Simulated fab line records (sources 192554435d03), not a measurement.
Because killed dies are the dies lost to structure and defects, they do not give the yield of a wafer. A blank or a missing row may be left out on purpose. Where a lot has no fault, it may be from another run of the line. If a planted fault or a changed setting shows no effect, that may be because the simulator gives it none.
Comparing a struck lot with a sound one | flow n5Finfet | 38 out of 1938 route steps
Sound: these wafers, L138.3, L138.4, L138.5. The struck wafers were L135.1, L135.4, L135.5. Last of all comes the cause.
For every step that has rows: the tool of each side, followed by ch and its chambers, followed by its first start. Under that, the readings that differ: sound wafers | struck wafers | difference of the means | sigmas: that difference in standard deviations of wafers without a fault.
alike: words and numbers the same on both sides, and readings whose means are apart by under 2 such deviations; not compared: readings that were withheld, readings missing a value for some wafer, numbers with overlapping values and no deviation given by the record, and bounds like >300 which may hide the same value.
Wherever a step has rows on one side only, a row that says differs or no value, or a row with sigmas, the two part there. When numbers do not overlap yet have no deviation, they are printed without sigmas and do not part them. Lack of a reading on every wafer of one side parts them only where that side has two or more wafers.

first, 9 steps without rows for these wafers: N5_BEOL_M3_ANNEAL_95 (time 240 s); N5_BEOL_M3_SPUTTER_96 (material Cu, target thk 4.5 nm, time 8.29 s); N5_BEOL_M3_ECD_50 (material Cu, target thk 300 nm); N5_BEOL_M3_ANNEAL_51 (time 90 s); N5_BEOL_M3_CMP_52 (polishes, stops on SiOC, t overpolish 6.8 s, target thk 40 nm); N5_BEOL_M3_PRE_CLEAN_60 (time 15 s); N5_BEOL_M3_CO_CAP_55 (material Co, precursor CCTBA/H2, target thk 2 nm, time 102.1 s); N5_BEOL_M3_PRE_CLEAN_56 (time 15 s); N5_BEOL_M3_DEP_57 (deposits SiCN from 3MS/NH3, target thk 8 nm, time 14 s).
N5_BEOL_M4_ILD_DEP_00: deposits SiOC from DEMS/O2, target thk 79 nm, time 15.3 s.
  sound on pecvd-04 ch 1,2, day 11 08:01; struck on pecvd-01 ch 0,2, day 10 17:50
reading                                     | sound             | struck       | difference                    | sigmas
rfFwdPowerW (W)                             | 490.6 491.0 493.5 | - - -        | no value on the struck wafers | 
model.SiOC_of_BEOL_M4_ILD_DEP_00.thkNm (nm) | 77.8 79.4 78.2    | 56.2 57.4 57 | -21.6                         | 
  alike: heaterPowerOuterW, heaterPowerW, showerheadPlenumPTorr, throttleValvePct
N5_BEOL_M4_THK_MEAS_01:
  sound on filmMetro-01, day 11 08:05; struck on filmMetro-02, day 10 17:54
reading         | sound          | struck         | difference | sigmas
M4_ILD_THK (nm) | 77.7 79.4 78.1 | 56.1 57.3 56.9 | -21.6      | -24
then, 24 steps without rows for these wafers: N5_BEOL_M4_PECVD_72 (deposits SiO2 from TEOS/O2, target thk 16 nm, time 18 s); N5_BEOL_M4_HM_DEP_02 (deposits TiN, target thk 20 nm); N5_BEOL_M4_COAT_61 (time 60 s, resist thk 60 nm); N5_BEOL_M4_COAT_62 (time 60 s, resist thk 12 nm); N5_BEOL_M4_COAT_73 (time 60 s, resist thk 5 nm); N5_BEOL_M4_COAT_05 (resist thk 30 nm); N5_BEOL_M4_EBR_07; N5_BEOL_M4_SOFTBAKE_06 (time 60 s); N5_BEOL_M4_EXPOSE_08 (exposes mask M4); N5_BEOL_M4_PEB_09 (peb time 60 s); N5_BEOL_M4_DEVELOP_10 (develop time 30 s); N5_BEOL_M4_DESCUM_16 (chemistry O2, time 7 s); N5_BEOL_M4_ETCH_74 (etches underlayer in N2/H2, target depth 6.5 nm, time 5.2 s); N5_BEOL_M4_ETCH_63 (etches SiARC in CF4, target depth 15.6 nm, time 26 s); N5_BEOL_M4_ETCH_64 (etches SOC in N2/H2, target depth 75 nm, overetch 22.5 nm, time 121.9 s); N5_BEOL_M4_STRIP_65 (strips in N2/H2); N5_BEOL_M4_STRIP_75 (strips in N2/H2); N5_BEOL_M4_STRIP_66 (strips in CF4); N5_BEOL_M4_HM_OPEN_17 (chemistry Cl2/BCl3, target TiN, target depth 20 nm, overetch 6 nm); N5_BEOL_M4_STRIP_19 (strips in O2); N5_BEOL_M4_COAT_67 (time 60 s, resist thk 60 nm); N5_BEOL_M4_COAT_68 (time 60 s, resist thk 12 nm); N5_BEOL_M4_COAT_76 (time 60 s, resist thk 5 nm); N5_BEOL_M4_COAT_22 (resist thk 30 nm).
N5_BEOL_M4_CMP_52: polishes, stops on SiOC, t overpolish 6.8 s, target thk 40 nm.
  sound on cmp-04 ch 0,2, day 11 21:36; struck on cmp-04 ch 1,2,3, day 11 05:52
reading                                     | sound          | struck       | difference | sigmas
model.SiOC_of_BEOL_M4_ILD_DEP_00.thkNm (nm) | 74.8 76.4 75.2 | 53.2 54.4 54 | -21.6      | 
  alike: motorCurrentA, slurryFilterDpKPa
N5_BEOL_M4_RC_MEAS_101:
  sound on prober-02 ch 0, day 11 22:31; struck on prober-01 ch 0, day 11 06:27
reading        | sound             | struck            | difference | sigmas
IOFF_P (nA/um) | 0.169 0.213 0.202 | 0.281 0.304 0.271 | +0.091     | +3
ION_P (uA/um)  | 453 457 460       | 477 483 476       | +22        | +4
VT_N (mV)      | 254.2 251.6 248.6 | 245.3 244.6 247.4 | -5.7       | -2
VT_P (mV)      | -253 -249 -248    | -242 -241 -244    | +8         | +3
  alike: DIBL_N, DIBL_P, IOFF_N, ION_N, SS_N, SS_P
-- the record jumps here: 4 days lie between the struck wafers' starts before and after (it left off in module BEOL_M4 and takes up again in module PASSIVATION, whose first step shown is number 1936 of the route) --
N5_PASSIVATION_PROBE_49:
  sound on prober-02, day 16 10:23; struck on prober-01, day 15 11:41
reading                | sound          | struck         | difference | sigmas
defectLimitedYield (%) | 90.0 92.6 93.2 | 80.0 80.2 79.9 | -11.9      | -7
killed_at_M4_up        | 21 17 13       | 152 165 133    | +133       | +21
killedDies             | 118 87 80      | 236 234 237    | +141       | +7
killedOnRim            | 18 13 19       | 82 88 75       | +65        | +16
sortNPass              | 1062 1093 1100 | 944 946 943    | -141       | -7
sortYieldPct (%)       | 90.0 92.6 93.2 | 80.0 80.2 79.9 | -11.9      | -7
  alike: killed_at_M0_to_M3, killedAtContacts, killedAtFrontEnd, killedAtOther, killedOpen, killedShort, sort_bin_5_function, sort_bin_6_memory

## WHERE THEY PART
At N5_BEOL_M4_ILD_DEP_00 first; at N5_PASSIVATION_PROBE_49 last (within this record only).

WHY: the cause the simulator had injected
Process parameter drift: pecvd-01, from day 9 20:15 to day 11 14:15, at N5_BEOL_M4_ILD_DEP_00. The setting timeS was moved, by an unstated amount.
